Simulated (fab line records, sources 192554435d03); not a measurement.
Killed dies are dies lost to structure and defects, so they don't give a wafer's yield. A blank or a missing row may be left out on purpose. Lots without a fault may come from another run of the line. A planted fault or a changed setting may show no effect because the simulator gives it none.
Chamber matching | flow n5_finfet | N5_BEOL_M6_ETCH_65 on rie_diel-04: 4 sister chambers
The step etches SiARC in CF4, target depth 15.6 nm, time 26 s. 16 wafers are shown with their chamber, then 8 later ones without.

WAFERS WITH THEIR CHAMBER
wafer  | chamber | showerhead_plenum_p_Torr (Torr) | throttle_valve_pct (%) | etch_rf_on_time_s (s)
L077.1 | 0       | 2.17                            | 15.0                   | 24.9
L077.2 | 1       | 2.08                            | 15.5                   | 26.5
L077.5 | 2       | 2.21                            | 16.0                   | 26.3
L078.2 | 3       | 2.11                            | 16.1                   | 26.7
L078.4 | 1       | 2.08                            | 15.5                   | 26.6
L078.6 | 0       | 2.17                            | 15.1                   | 25.6
L080.2 | 0       | 2.17                            | 15.0                   | 25.2
L080.3 | 3       | 2.11                            | 16.1                   | 26.5
L080.6 | 3       | 2.11                            | 16.1                   | 26.4
L083.3 | 3       | 2.10                            | 16.1                   | 27.0
L083.4 | 3       | 2.10                            | 16.1                   | 27.1
L083.5 | 1       | 2.07                            | 15.5                   | 26.9
L084.1 | 0       | 2.17                            | 15.1                   | 25.4
L084.2 | 1       | 2.07                            | 15.5                   | 26.5
L084.4 | 2       | 2.21                            | 15.5                   | 25.6
L086.2 | 1       | 2.07                            | 15.5                   | 26.1

SIGNATURES (means of the wafers above)
reading                  | chamber 0 | chamber 1 | chamber 2 | chamber 3 | scatter within a chamber
showerhead_plenum_p_Torr | 2.1700    | 2.0740    | 2.2100    | 2.1060    | 0.00447
throttle_valve_pct       | 15.050    | 15.500    | 15.750    | 16.100    | 0.106
etch_rf_on_time_s        | 25.275    | 26.520    | 25.950    | 26.740    | 0.318
Rule: a wafer's distance from a chamber is the root of the sum, over the readings, of the square of ((its reading less the chamber's mean) divided by the reading's scatter). The wafer belongs to the nearest chamber; if the next one is less than 2 further off, it can't be placed. The scatter: the root of (the sum of the squares of (reading less its chamber's mean) over the shown wafers, divided by (wafers less chambers)).

WAFERS WITHOUT THEIR CHAMBER
wafer  | showerhead_plenum_p_Torr (Torr) | throttle_valve_pct (%) | etch_rf_on_time_s (s)
L086.3 | 2.17                            | 15.1                   | 24.9
L086.4 | 2.17                            | 15.1                   | 24.8
L095.2 | 2.06                            | 15.6                   | 26.5
L095.3 | 2.20                            | 15.6                   | 26.0
L095.5 | 2.16                            | 15.1                   | 25.4
L096.1 | 2.20                            | 15.6                   | 25.6
L096.2 | 2.16                            | 15.1                   | 25.2
L096.3 | 2.06                            | 15.6                   | 26.1

WHICH CHAMBER EACH WENT THROUGH
wafer  | from the rows above | in truth
L086.3 | 0                   | 0
L086.4 | 0                   | 0
L095.2 | 1                   | 1
L095.3 | 2                   | 2
L095.5 | 0                   | 0
L096.1 | 2                   | 2
L096.2 | 0                   | 0
L096.3 | 1                   | 1
Placed correctly: 8 of 8. Can't be placed from these rows: 0. Placed wrongly: 0.
